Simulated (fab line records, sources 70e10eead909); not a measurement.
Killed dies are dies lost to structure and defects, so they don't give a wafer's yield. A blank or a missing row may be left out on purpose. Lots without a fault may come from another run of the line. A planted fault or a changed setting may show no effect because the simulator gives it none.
fab line records | flow nand_harc
record lots=13 wafers=39 last_day=33
route steps=1302 shown A_WL_FILL@954 THIN_TSV@1267 END@1302
lots that met no fault: from a run of the same line without faults
start_h: hours from the record's first day to the start of the lot's first wafer shown | wait_h: hours since the lot's step before | " the same as in the row above | L1.1+2: a row that stands for several wafers | - no value, or no start given | * or withheld: withheld | < > ~ a bound
route shown NAME@n: a module of which the file shows steps, and the number in the route of the first | usual: mean/standard deviation of fault-free wafers | same: alike in all rows | chamber/n: place in a boat | sites: the reading at each site | _std_site: their standard deviation | _edge_site: outer sites' mean less inner sites' | radius_mm: how far each site lies from the wafer's centre | mask NAME#n: copy n | behind: the tool/chamber that last shaped the wafer | hold: why the lot was held/for how many hours/how that ended | device: the transistor (n, p or np) that didn't switch | end of line: the same wafers' tests at the end of the route | a step without rows: its recipe alone | killed: dies lost to structure and defects at the first sort, not the wafer's yield | map: a wafer's dies, x killed, . not, _ none there
set.NAME: the setting as run; set.NAME@STEP: as run at that earlier step | model.NAME: the simulator's own value behind a step, which no gauge read
steps of the route over a sample of lots; a table a step, a row a wafer
services: from which hour (start_h, from the record's first day; less than 0 if before it) a tool's chamber was out of use, for how many hours, and why
## steps
# step NHARC_A_WL_FILL_ALD_02
# recipe target_thk_a=20 pulse_time_s=3 ald_cycles=100 temp_c=450 material=TiN
# usual heater_power_w=1084/86 precursor_pulse_height_rel=0.999/0.022
# columns lot.wafer tool chamber start_h wait_h heater_power_w precursor_pulse_height_rel since_wet_clean_h
L285.2 ald_metal-03 3 476.11 0.2 1095 0.991 76
L285.4 " 1 " " 1019 0.959 76
L285.6 " 3 " " 1067 1.036 -
L286.1 ald_metal-01 0 478.52 0.2 1198 1.011 121
L286.6 " 3 " " 1035 1.043 -
L286.5 " 0 " " 1169 0.996 -
L287.3 ald_metal-01 1 486.61 0.1 1051 1.028 129
L287.1 " 2 " " 1123 0.975 129
L287.2 " 3 " " 1028 0.973 129
L289.2 ald_metal-03 1 517.45 0.2 1045 0.994 118
L289.1 " 2 " " 1029 1.035 118
L289.6 " 0 " " 1152 1.000 -
L291.4 ald_metal-03 0 529.99 0.1 1175 1.004 130
L291.1 " 1 " " 1053 0.994 130
L291.2 " 3 " " 1074 1.025 130
L290.2 ald_metal-04 3 530.25 0.2 903 1.024 46
L290.1 " 0 " " 1201 1.011 46
L290.6 " 2 " " 1153 1.011 -
L292.1 ald_metal-04 3 544.91 0.3 919 1.001 61
L292.6 " 0 " " 1168 0.979 -
L292.5 " 1 " " 945 0.971 -
L295.1 ald_metal-01 0 563.81 0.3 1177 0.988 28
L295.2 " 1 " " 1061 1.050 28
L295.6 " 3 " " 935 1.041 -
L296.1 ald_metal-01 3 568.48 0.2 933 0.992 33
L296.4 " 1 " " 1086 1.007 33
L296.6 " 0 " " 1159 1.014 -
L299.4 ald_metal-03 0 615.73 0.2 1185 0.994 38
L299.5 " 2 " " 1082 0.991 -
L299.6 " 3 " " 1079 1.002 -
L305.1 ald_metal-01 1 654.36 0.2 1079 0.992 118
L305.5 " 0 " " 1175 1.000 -
L305.6 " 1 " " 1059 1.009 -
L307.1 ald_metal-03 1 685.49 0.3 1130 1.010 108
L307.6 " 3 " " 1103 1.013 -
L307.5 " 0 " " 1197 0.964 -
L308.2 ald_metal-01 3 699.29 0.2 936 1.010 163
L308.4 " 3 " " 931 1.013 -
L308.6 " 2 " " 1096 0.948 -
# step NHARC_THIN_TSV_DEP_47
# recipe target_thk_a=2000 temp_c=withheld pressure_torr=6.5 rf_w=900 teos_flow_sccm=161.4 flow_sccm=2650 target_thk_nm=200 gas=O2 material=SiO2
# usual throttle_valve_pct=15.6/0.75
# columns lot.wafer tool chamber start_h wait_h since_wet_clean_h throttle_valve_pct
L286.1 pecvd-01 1 556.81 - 52 16.7
L286.5 " 2 " " - 14.9
L286.6 " 0 " " - 16.0
L285.2 pecvd-04 0 558.14 - 94 14.9
L285.4 " 0 " " - 15.1
L285.6 " 1 " " - 15.5
L287.3 pecvd-04 1 567.76 - 104 15.5
L287.2 " 2 " " 104 15.7
L287.1 " 0 " " 104 14.9
L289.2 pecvd-03 2 600.29 - 40 17.0
L289.1 " 1 " " 40 16.0
L289.6 " 2 " " - 16.9
L291.1 pecvd-01 2 618.67 - 113 15.1
L291.2 " 1 " " 113 17.1
L291.4 " 1 " " - 17.3
L290.2 pecvd-01 0 619.79 - 114 15.8
L290.1 " 1 " " 115 17.0
L290.6 " 0 " " - 16.0
L292.1 pecvd-03 2 631.75 - 71 16.8
L292.5 " 0 " " - 15.6
L292.6 " 1 " " - 15.9
L295.2 pecvd-04 2 647.84 - 3 15.3
L295.1 " 0 " " 3 14.3
L295.6 " 1 " " - 15.0
L296.1 pecvd-04 1 651.36 - 7 15.0
L296.4 " 2 " " - 15.3
L296.6 " 0 " " - 14.7
L299.6 pecvd-01 1 696.00 - - 16.4
L299.4 " 2 " " - 14.8
L299.5 " 0 " " - 16.1
L305.1 pecvd-03 1 750.04 - 9 15.4
L305.5 " 1 " " - 15.4
L305.6 " 0 " " - 15.6
L307.1 pecvd-03 2 768.24 - 27 17.0
L307.5 " 1 " " - 15.4
L307.6 " 2 " " - 16.7
L308.2 pecvd-04 1 782.88 - 138 15.3
L308.6 " 1 " " - 15.2
L308.4 " 2 " " - 15.4
# step NHARC_THIN_TSV_DEGAS_49
# recipe temp_c=300 time_s=120
# usual heater_power_w=481/40
# columns lot.wafer tool chamber start_h wait_h heater_power_w
L286.1 pvd_sputter-03 - 557.75 0.2 428
L286.6 " - " " 424
L286.5 " - " " 434
L285.2 pvd_sputter-01 - 559.09 0.1 547
L285.4 " - " " 497
L285.6 " - " " 556
L287.2 pvd_sputter-02 - 568.94 0.1 402
L287.3 " - " " 492
L287.1 " - " " 485
L289.1 pvd_sputter-03 - 601.23 0.2 426
L289.2 " - " " 421
L289.6 " - " " 481
L291.1 pvd_sputter-02 - 619.58 0.1 442
L291.2 " - " " 487
L291.4 " - " " 485
L290.1 pvd_sputter-01 - 620.68 0.2 560
L290.2 " - " " 458
L290.6 " - " " 543
L292.1 pvd_sputter-03 - 632.69 0.1 425
L292.6 " - " " 414
L292.5 " - " " 428
L295.2 pvd_sputter-02 - 648.79 0.1 439
L295.1 " - " " 440
L295.6 " - " " 422
L296.1 pvd_sputter-03 - 652.29 0.1 499
L296.4 " - " " 497
L296.6 " - " " 494
L299.4 pvd_sputter-01 - 696.79 0.1 502
L299.6 " - " " 510
L299.5 " - " " 498
L305.1 pvd_sputter-02 - 750.99 0.1 429
L305.6 " - " " 494
L305.5 " - " " 490
L307.1 pvd_sputter-02 - 769.22 0.2 439
L307.5 " - " " 474
L307.6 " - " " 427
L308.2 pvd_sputter-01 - 783.82 0.1 533
L308.4 " - " " 499
L308.6 " - " " 527
# step NHARC_THIN_TSV_CD_MEAS_33
# recipe target_cd_nm=5000 landing_energy_ev=500
# usual cd_nm=4999.8/1.6
# columns lot.wafer tool chamber start_h wait_h cd_nm
L286.1 cd_sem-02 0 560.73 - 4998.5
L286.5 " 0 " " 4997.3
L286.6 " 0 " " 4998.5
L285.2 cd_sem-02 0 562.27 - 5003.5
L285.4 " 0 " " 5000.8
L285.6 " 0 " " 5002.3
L287.1 cd_sem-01 0 572.19 - 4997.7
L287.2 " 0 " " 4999.0
L287.3 " 0 " " 4998.9
L289.1 cd_sem-02 0 604.37 - 5000.5
L289.2 " 0 " " 5000.7
L289.6 " 0 " " 4999.9
L291.1 cd_sem-03 0 622.57 - 4998.8
L291.2 " 0 " " 5002.3
L291.4 " 0 " " 5002.6
L290.1 cd_sem-01 0 623.82 - 4998.6
L290.2 " 0 " " 4998.0
L290.6 " 0 " " 4998.8
L292.1 cd_sem-03 0 635.86 - 5000.3
L292.5 " 0 " " 5000.8
L292.6 " 0 " " 5001.7
L295.1 cd_sem-02 0 651.91 - 4998.1
L295.2 " 0 " " 4999.4
L295.6 " 0 " " 4997.9
L296.1 cd_sem-01 0 655.41 - 4998.3
L296.4 " 0 " " 5000.2
L296.6 " 0 " " 4999.5
L299.4 cd_sem-02 0 699.86 - 5000.0
L299.5 " 0 " " 4999.9
L299.6 " 0 " " 4998.0
L305.1 cd_sem-02 0 754.26 - 4999.2
L305.5 " 0 " " 4998.3
L305.6 " 0 " " 4997.2
L307.1 cd_sem-03 0 772.18 - 4999.4
L307.5 " 0 " " 4999.5
L307.6 " 0 " " 4999.0
L308.2 cd_sem-01 0 786.93 - 5001.2
L308.4 " 0 " " 5001.9
L308.6 " 0 " " 5000.7
# step NHARC_END_SORT_01
# recipe temp_c=25
# usual killed_at_array=56/19 killed_at_other=1.0/1.5 killed_at_periphery=3.4/2.4 killed_dies=60/19 killed_open=3.3/1.8 killed_short=2.4/1.7
# same gross_dies=677
# columns lot.wafer tool chamber start_h wait_h killed_at_array killed_at_other killed_at_periphery killed_dies killed_open killed_short
L286.1 prober-01 0 569.75 2.5 28 2 2 32 5 2
L286.5 prober-01 0 572.94 3.7 26 4 5 35 5 6
L286.6 prober-01 0 573.74 4.0 16 2 2 20 3 0
L285.2 prober-02 0 570.59 2.8 34 0 1 35 4 1
L285.4 prober-02 0 572.22 3.5 29 0 0 29 2 2
L285.6 prober-02 0 573.86 4.1 38 1 3 42 4 2
L287.1 prober-02 0 581.69 2.5 89 0 1 90 1 0
L287.2 prober-02 0 582.48 2.8 107 0 4 111 3 1
L287.3 prober-02 0 583.27 3.1 79 2 3 84 2 1
L289.1 prober-01 0 615.24 2.5 68 0 2 70 2 2
L289.2 prober-01 0 616.05 2.8 66 0 1 67 5 2
L289.6 prober-01 0 619.28 4.0 66 0 0 66 2 1
L291.1 prober-02 0 631.70 2.5 45 3 6 54 5 3
L291.2 prober-02 0 632.49 2.8 36 1 7 44 2 1
L291.4 prober-02 0 634.06 3.4 39 2 2 43 2 1
L290.1 prober-01 0 631.76 2.5 74 1 4 79 4 4
L290.2 prober-01 0 632.56 2.8 83 0 7 90 5 0
L290.6 prober-01 0 635.72 4.0 73 0 8 81 3 1
L292.1 prober-02 0 644.98 2.5 88 0 7 95 2 2
L292.5 prober-02 0 648.16 3.7 94 0 3 97 1 3
L292.6 prober-02 0 648.96 4.0 89 0 8 97 4 5
L295.1 prober-02 0 659.65 2.5 78 0 5 83 6 5
L295.2 prober-02 0 660.46 2.8 83 0 0 83 4 2
L295.6 prober-02 0 663.69 4.0 79 0 1 80 6 1
L296.1 prober-02 0 667.49 2.5 71 0 2 73 4 1
L296.4 prober-02 0 669.89 3.4 70 0 0 70 1 2
L296.6 prober-02 0 671.48 4.0 80 0 0 80 5 2
L299.4 prober-02 0 711.28 3.4 51 0 2 53 2 1
L299.5 prober-02 0 712.08 3.7 139 0 2 141 1 0
L299.6 prober-02 0 712.89 4.0 46 0 5 51 1 1
L305.1 prober-02 0 768.95 2.5 38 0 5 43 5 2
L305.5 prober-02 0 772.14 3.7 52 0 4 56 4 2
L305.6 prober-02 0 772.94 4.0 49 0 1 50 5 3
L307.1 prober-02 0 781.25 2.5 45 7 6 58 4 3
L307.5 prober-02 0 784.43 3.7 57 2 6 65 9 2
L307.6 prober-02 0 785.22 4.0 53 4 7 64 2 3
L308.2 prober-02 0 795.58 2.8 48 4 3 55 2 2
L308.4 prober-02 0 797.21 3.4 58 4 5 67 3 4
L308.6 prober-02 0 798.84 4.1 63 5 4 72 6 5
# killed by level:class
L286.1 A_CHANNEL_HOLE_D2:chamber_film_flake=9 A_CONTACT:chamber_film_flake=6 A_DECK1_JOINT:chamber_film_flake=2 THIN_TSV:chamber_film_flake=2 A_SOURCE_PLATE:geometric_particle:short=1 A_CHANNEL_FILL_D2:geometric_particle:open=1 A_STAIRCASE:geometric_particle:open=1 A_SGD_CUT:geometric_particle:open=1
L285.2 A_SLIT:chamber_film_flake=19 A_CHANNEL_HOLE_D2:chamber_film_flake=5 A_SOURCE_PLATE:geometric_particle:open=2 A_CHANNEL_HOLE_D1:chamber_film_flake=2 A_ONON_D2:geometric_particle:short=1 A_CHANNEL_HOLE_D2:geometric_particle:open=1 A_WL_FILL:geometric_particle:open=1 P_ZERO_WELL:chamber_film_flake=1
L285.4 A_SLIT:chamber_film_flake=14 A_CHANNEL_HOLE_D2:chamber_film_flake=6 A_CONTACT:chamber_film_flake=3 A_CHANNEL_HOLE_D2:geometric_particle:open=1 A_WL_FILL:geometric_particle:short=1 A_WL_FILL:geometric_particle:open=1 A_CONTACT:geometric_particle:short=1 A_ZERO_WELL:chamber_film_flake=1
L286.5 A_CHANNEL_HOLE_D2:chamber_film_flake=4 A_ZERO_WELL:chamber_film_flake=3 A_CHANNEL_HOLE_D1:chamber_film_flake=3 A_WL_FILL:chamber_film_flake=3 A_M0:geometric_particle:open=2 A_CONTACT:chamber_film_flake=2 THIN_TSV:chamber_film_flake=2 P_STI:geometric_particle:short=1
L286.6 A_CHANNEL_HOLE_D2:chamber_film_flake=3 A_STAIRCASE:chamber_film_flake=3 A_CONTACT:chamber_film_flake=3 A_ONON_D1:geometric_particle:open=2 A_CHANNEL_FILL_D1:chamber_film_flake=2 THIN_TSV:chamber_film_flake=2 A_WL_FILL:geometric_particle:open=1 P_STI:chamber_film_flake=1
L285.6 A_SLIT:chamber_film_flake=20 A_CHANNEL_HOLE_D2:chamber_film_flake=5 A_CHANNEL_FILL_D1:chamber_film_flake=3 A_CHANNEL_HOLE_D1:chamber_film_flake=2 P_CONTACT:geometric_particle:open=1 P_M0:geometric_particle:open=1 A_ONON_D1:geometric_particle:short=1 A_ONON_D1:geometric_particle:open=1
L287.1 A_CHANNEL_HOLE_D2:chamber_film_flake=34 A_CHANNEL_HOLE_D1:chamber_film_flake=31 A_SLIT:chamber_film_flake=19 A_CONTACT:chamber_film_flake=2 A_ONON_D1:geometric_particle:open=1 P_GATE:chamber_film_flake=1 A_ZERO_WELL:chamber_film_flake=1 A_STAIRCASE:chamber_film_flake=1
L287.2 A_CHANNEL_HOLE_D2:chamber_film_flake=44 A_CHANNEL_HOLE_D1:chamber_film_flake=33 A_SLIT:chamber_film_flake=15 A_STAIRCASE:chamber_film_flake=5 A_CONTACT:chamber_film_flake=4 A_WL_FILL:chamber_film_flake=3 P_GATE:geometric_particle:open=1 A_ONON_D1:geometric_particle:open=1
L287.3 A_CHANNEL_HOLE_D2:chamber_film_flake=32 A_CHANNEL_HOLE_D1:chamber_film_flake=27 A_SLIT:chamber_film_flake=16 P_GATE:chamber_film_flake=2 A_CONTACT:chamber_film_flake=2 A_M0:geometric_particle:open=1 P_ZERO_WELL:chamber_film_flake=1 STARTING-WAFER:geometric_particle:open=1
L289.1 A_SLIT:chamber_film_flake=29 A_CHANNEL_HOLE_D2:chamber_film_flake=27 A_STAIRCASE:chamber_film_flake=3 P_GATE:chamber_film_flake=2 A_CONTACT:chamber_film_flake=2 A_SOURCE_PLATE:geometric_particle:open=1 A_ONON_D2:geometric_particle:short=1 A_WL_FILL:geometric_particle:short=1
L289.2 A_CHANNEL_HOLE_D2:chamber_film_flake=30 A_SLIT:chamber_film_flake=22 A_CHANNEL_HOLE_D1:chamber_film_flake=4 A_ONON_D2:geometric_particle:open=2 A_CONTACT:chamber_film_flake=2 A_ONON_D1:geometric_particle:open=1 A_CHANNEL_FILL_D2:geometric_particle:short=1 A_CONTACT:geometric_particle:open=1
L289.6 A_CHANNEL_HOLE_D2:chamber_film_flake=33 A_SLIT:chamber_film_flake=23 A_STAIRCASE:chamber_film_flake=3 A_CONTACT:chamber_film_flake=3 A_CHANNEL_FILL_D1:geometric_particle:short=1 A_CHANNEL_FILL_D1:geometric_particle:open=1 A_DECK1_JOINT:geometric_particle:open=1 A_WL_FILL:chamber_film_flake=1
L291.1 A_SLIT:chamber_film_flake=24 A_CHANNEL_HOLE_D1:chamber_film_flake=3 A_CHANNEL_HOLE_D2:chamber_film_flake=3 THIN_TSV:chamber_film_flake=3 P_GATE:chamber_film_flake=2 A_STAIRCASE:chamber_film_flake=2 A_WL_FILL:chamber_film_flake=2 A_CONTACT:chamber_film_flake=2
L290.1 A_CHANNEL_HOLE_D1:chamber_film_flake=30 A_CHANNEL_HOLE_D2:chamber_film_flake=28 P_GATE:chamber_film_flake=4 A_CONTACT:chamber_film_flake=4 A_CHANNEL_FILL_D1:geometric_particle:short=2 A_M0:geometric_particle:open=2 A_CHANNEL_HOLE_D2:geometric_particle:open=1 A_CHANNEL_FILL_D2:geometric_particle:open=1
L291.2 A_SLIT:chamber_film_flake=20 A_CHANNEL_HOLE_D1:chamber_film_flake=5 A_CHANNEL_HOLE_D2:chamber_film_flake=4 P_GATE:chamber_film_flake=3 P_ZERO_WELL:chamber_film_flake=2 P_M1:geometric_particle:open=1 A_M0:geometric_particle:short=1 A_M0:geometric_particle:open=1
L290.2 A_CHANNEL_HOLE_D1:chamber_film_flake=39 A_CHANNEL_HOLE_D2:chamber_film_flake=33 P_GATE:chamber_film_flake=5 A_CONTACT:chamber_film_flake=3 A_M0:geometric_particle:open=2 A_SLIT:chamber_film_flake=2 A_STAIRCASE:chamber_film_flake=2 P_M0:geometric_particle:open=1
L291.4 A_SLIT:chamber_film_flake=21 A_CHANNEL_HOLE_D1:chamber_film_flake=4 A_DECK1_JOINT:chamber_film_flake=3 A_CHANNEL_HOLE_D2:chamber_film_flake=3 P_ZERO_WELL:chamber_film_flake=2 A_BONDPAD:chamber_film_flake=2 THIN_TSV:chamber_film_flake=2 A_ONON_D1:geometric_particle:short=1
L290.6 A_CHANNEL_HOLE_D1:chamber_film_flake=32 A_CHANNEL_HOLE_D2:chamber_film_flake=29 P_GATE:chamber_film_flake=5 A_CONTACT:chamber_film_flake=5 P_M0:chamber_film_flake=2 A_STAIRCASE:chamber_film_flake=2 P_CONTACT:geometric_particle:open=1 A_ONON_D1:geometric_particle:open=1
L292.1 A_CHANNEL_HOLE_D2:chamber_film_flake=33 A_CHANNEL_HOLE_D1:chamber_film_flake=28 A_SLIT:chamber_film_flake=19 P_ZERO_WELL:chamber_film_flake=3 A_ONON_D1:geometric_particle:short=2 P_GATE:chamber_film_flake=2 A_STAIRCASE:chamber_film_flake=2 P_CONTACT:geometric_particle:open=1
L292.5 A_CHANNEL_HOLE_D1:chamber_film_flake=33 A_CHANNEL_HOLE_D2:chamber_film_flake=31 A_SLIT:chamber_film_flake=24 A_WL_FILL:geometric_particle:short=2 P_GATE:chamber_film_flake=2 A_ONON_D1:geometric_particle:short=1 A_WL_FILL:geometric_particle:open=1 P_ZERO_WELL:chamber_film_flake=1
L292.6 A_CHANNEL_HOLE_D2:chamber_film_flake=31 A_CHANNEL_HOLE_D1:chamber_film_flake=24 A_SLIT:chamber_film_flake=24 P_GATE:chamber_film_flake=4 P_CONTACT:geometric_particle:short=2 A_STAIRCASE:chamber_film_flake=2 P_M0:geometric_particle:open=1 A_ONON_D1:geometric_particle:short=1
L295.1 A_CHANNEL_HOLE_D1:chamber_film_flake=33 A_SLIT:chamber_film_flake=28 A_STAIRCASE:chamber_film_flake=5 A_CONTACT:chamber_film_flake=3 A_WL_FILL:geometric_particle:short=2 A_M0:geometric_particle:open=2 P_GATE:geometric_particle:open=1 P_GATE:geometric_particle:short=1
L295.2 A_CHANNEL_HOLE_D1:chamber_film_flake=31 A_SLIT:chamber_film_flake=22 A_CONTACT:chamber_film_flake=7 A_STAIRCASE:chamber_film_flake=5 A_DECK1_JOINT:chamber_film_flake=4 A_CHANNEL_HOLE_D2:chamber_film_flake=4 A_CHANNEL_FILL_D2:chamber_film_flake=2 A_DECK1_JOINT:geometric_particle:open=1
L295.6 A_CHANNEL_HOLE_D1:chamber_film_flake=38 A_SLIT:chamber_film_flake=19 A_STAIRCASE:chamber_film_flake=6 A_CONTACT:chamber_film_flake=4 A_CHANNEL_HOLE_D2:chamber_film_flake=3 A_CHANNEL_FILL_D2:chamber_film_flake=2 A_CHANNEL_HOLE_D1:geometric_particle:open=1 A_CHANNEL_FILL_D1:geometric_particle:open=1
L296.1 A_CHANNEL_HOLE_D1:chamber_film_flake=30 A_SLIT:chamber_film_flake=22 A_DECK1_JOINT:chamber_film_flake=5 A_BLC:chamber_film_flake=4 A_CHANNEL_HOLE_D2:chamber_film_flake=2 A_STAIRCASE:chamber_film_flake=2 P_GATE:geometric_particle:open=1 P_M2:geometric_particle:open=1
L296.4 A_CHANNEL_HOLE_D1:chamber_film_flake=35 A_SLIT:chamber_film_flake=25 A_CHANNEL_HOLE_D1:geometric_particle:short=2 A_CONTACT:chamber_film_flake=2 A_BLC:chamber_film_flake=2 A_ONON_D1:geometric_particle:open=1 A_CHANNEL_FILL_D1:chamber_film_flake=1 A_CHANNEL_FILL_D2:chamber_film_flake=1
L296.6 A_CHANNEL_HOLE_D1:chamber_film_flake=35 A_SLIT:chamber_film_flake=23 A_STAIRCASE:chamber_film_flake=4 A_BLC:chamber_film_flake=4 A_CHANNEL_FILL_D2:geometric_particle:open=3 A_CONTACT:chamber_film_flake=3 A_ONON_D2:geometric_particle:open=2 A_CHANNEL_FILL_D2:chamber_film_flake=2
L299.4 A_SLIT:chamber_film_flake=21 A_CHANNEL_HOLE_D2:chamber_film_flake=16 A_CHANNEL_HOLE_D1:chamber_film_flake=5 A_CONTACT:chamber_film_flake=4 P_GATE:chamber_film_flake=2 A_ONON_D1:geometric_particle:short=1 A_ONON_D1:geometric_particle:open=1 A_CHANNEL_FILL_D2:geometric_particle:open=1
L299.5 A_WL_FILL:unspecified=89 A_SLIT:chamber_film_flake=23 A_CHANNEL_HOLE_D2:chamber_film_flake=14 A_CHANNEL_HOLE_D1:chamber_film_flake=6 A_CONTACT:chamber_film_flake=4 P_GATE:chamber_film_flake=2 A_CHANNEL_HOLE_D2:geometric_particle:open=1 A_CHANNEL_FILL_D2:chamber_film_flake=1
L299.6 A_SLIT:chamber_film_flake=25 A_CHANNEL_HOLE_D1:chamber_film_flake=11 A_CHANNEL_HOLE_D2:chamber_film_flake=8 P_GATE:chamber_film_flake=2 P_M1:chamber_film_flake=2 A_ONON_D1:geometric_particle:open=1 A_CHANNEL_FILL_D1:geometric_particle:short=1 P_STI:chamber_film_flake=1
L305.1 A_SLIT:chamber_film_flake=20 A_STAIRCASE:chamber_film_flake=6 A_CHANNEL_HOLE_D1:chamber_film_flake=5 P_CONTACT:geometric_particle:open=3 A_CONTACT:chamber_film_flake=2 P_M2:geometric_particle:open=1 A_SOURCE_PLATE:geometric_particle:open=1 A_ONON_D1:geometric_particle:short=1
L305.5 A_SLIT:chamber_film_flake=23 A_CHANNEL_HOLE_D1:chamber_film_flake=18 P_M2:chamber_film_flake=3 A_WL_FILL:chamber_film_flake=3 A_CONTACT:chamber_film_flake=2 P_STI:geometric_particle:short=1 A_CHANNEL_FILL_D1:geometric_particle:open=1 A_DECK1_JOINT:geometric_particle:short=1
L305.6 A_SLIT:chamber_film_flake=21 A_CHANNEL_HOLE_D1:chamber_film_flake=11 A_STAIRCASE:chamber_film_flake=7 A_CONTACT:chamber_film_flake=2 P_M1:geometric_particle:open=1 A_SOURCE_PLATE:geometric_particle:open=1 A_ONON_D1:geometric_particle:open=1 A_CHANNEL_FILL_D1:geometric_particle:short=1
L307.1 A_SLIT:chamber_film_flake=26 THIN_TSV:chamber_film_flake=7 A_CHANNEL_HOLE_D1:chamber_film_flake=5 A_CONTACT:chamber_film_flake=3 P_STI:chamber_film_flake=2 A_STAIRCASE:chamber_film_flake=2 A_WL_FILL:chamber_film_flake=2 P_M0:geometric_particle:open=1
L307.5 A_SLIT:chamber_film_flake=23 A_CHANNEL_HOLE_D1:chamber_film_flake=10 A_CONTACT:chamber_film_flake=10 A_CHANNEL_HOLE_D2:chamber_film_flake=3 P_M0:geometric_particle:open=2 A_CHANNEL_FILL_D1:geometric_particle:open=2 A_M1:chamber_film_flake=2 THIN_TSV:chamber_film_flake=2
L307.6 A_SLIT:chamber_film_flake=22 A_CONTACT:chamber_film_flake=16 A_CHANNEL_HOLE_D1:chamber_film_flake=7 P_STI:chamber_film_flake=6 THIN_TSV:chamber_film_flake=4 A_CHANNEL_FILL_D1:chamber_film_flake=2 P_CONTACT:geometric_particle:open=1 A_DECK1_JOINT:geometric_particle:short=1
L308.2 A_SLIT:chamber_film_flake=19 A_CHANNEL_HOLE_D1:chamber_film_flake=10 A_CONTACT:chamber_film_flake=10 THIN_TSV:chamber_film_flake=4 A_CHANNEL_HOLE_D2:chamber_film_flake=3 A_CHANNEL_FILL_D2:chamber_film_flake=2 P_CONTACT:geometric_particle:open=1 P_M0:geometric_particle:short=1
L308.4 A_SLIT:chamber_film_flake=26 A_CHANNEL_HOLE_D1:chamber_film_flake=14 A_CONTACT:chamber_film_flake=10 THIN_TSV:chamber_film_flake=4 P_GATE:chamber_film_flake=3 P_M1:geometric_particle:open=1 A_CHANNEL_HOLE_D1:geometric_particle:short=1 A_CHANNEL_FILL_D1:geometric_particle:open=1
L308.6 A_SLIT:chamber_film_flake=26 A_CHANNEL_HOLE_D1:chamber_film_flake=17 A_CONTACT:chamber_film_flake=10 P_GATE:chamber_film_flake=3 STARTING-WAFER:geometric_particle:open=2 A_STAIRCASE:chamber_film_flake=2 THIN_TSV:chamber_film_flake=2 P_M1:geometric_particle:open=1
## services
# columns tool chamber start_h hours kind
pvd_sputter-02 - 460.00 10.0 pm
pecvd-04 2 466.52 20.7 repair
pvd_sputter-03 - 469.05 0.8 repair
pecvd-01 0 470.44 20.6 repair
pvd_sputter-03 - 484.24 1.0 repair
ald_metal-01 3 492.80 4.8 repair
ald_metal-01 - 526.00 10.0 pm
ald_metal-03 3 545.17 4.6 repair
ald_metal-03 - 555.91 1.5 repair
ald_metal-03 0 558.55 7.6 repair
ald_metal-03 - 568.00 10.0 pm
pecvd-04 - 591.71 1.1 repair
pecvd-04 - 631.81 13.0 pm
pvd_sputter-02 - 638.00 10.0 pm
ald_metal-03 - 646.56 0.2 repair
pecvd-04 1 652.34 11.5 repair
pecvd-04 2 652.84 4.1 repair
pecvd-04 - 662.78 1.7 repair
ald_metal-01 - 684.33 1.0 repair
ald_metal-01 0 691.91 46.5 repair
ald_metal-01 - 704.00 10.0 pm
ald_metal-03 - 746.00 10.0 pm
pvd_sputter-02 - 779.34 3.8 repair
ald_metal-03 - 781.43 0.4 repair
## key
first_sign step=NHARC_END_SORT_01 reading=killed_at_array direction=up sigmas=4.4 usual=56 struck=139
effect step=NHARC_END_SORT_01 reading=killed_dies direction=up sigmas=4.3 usual=60 struck=141
more_kills_born_at NHARC_A_WL_FILL_ALD_02@ald_metal-03=89
met_at NHARC_A_WL_FILL_ALD_02
struck_lots L299
struck_wafers L299.5
tester_left_out L299
not_acting_at NHARC_THIN_TSV_DEP_47,NHARC_THIN_TSV_DEGAS_49,NHARC_THIN_TSV_CD_MEAS_33
onset_between 517.45 615.73
fault kind=chamber_particle_source tool=ald_metal-03 chamber=2 onset_h=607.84 steps=NHARC_A_WL_FILL_ALD_02 rate_per_visit_cm2=0.9776 end_h=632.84
# tester_left_out: of these lots the tester's yield and bins aren't shown, on N5 and GAA mostly nor the transistor test; their killed dies are dies lost to structure and defects alone, not to doping, threshold or leakage, so they don't give the yield
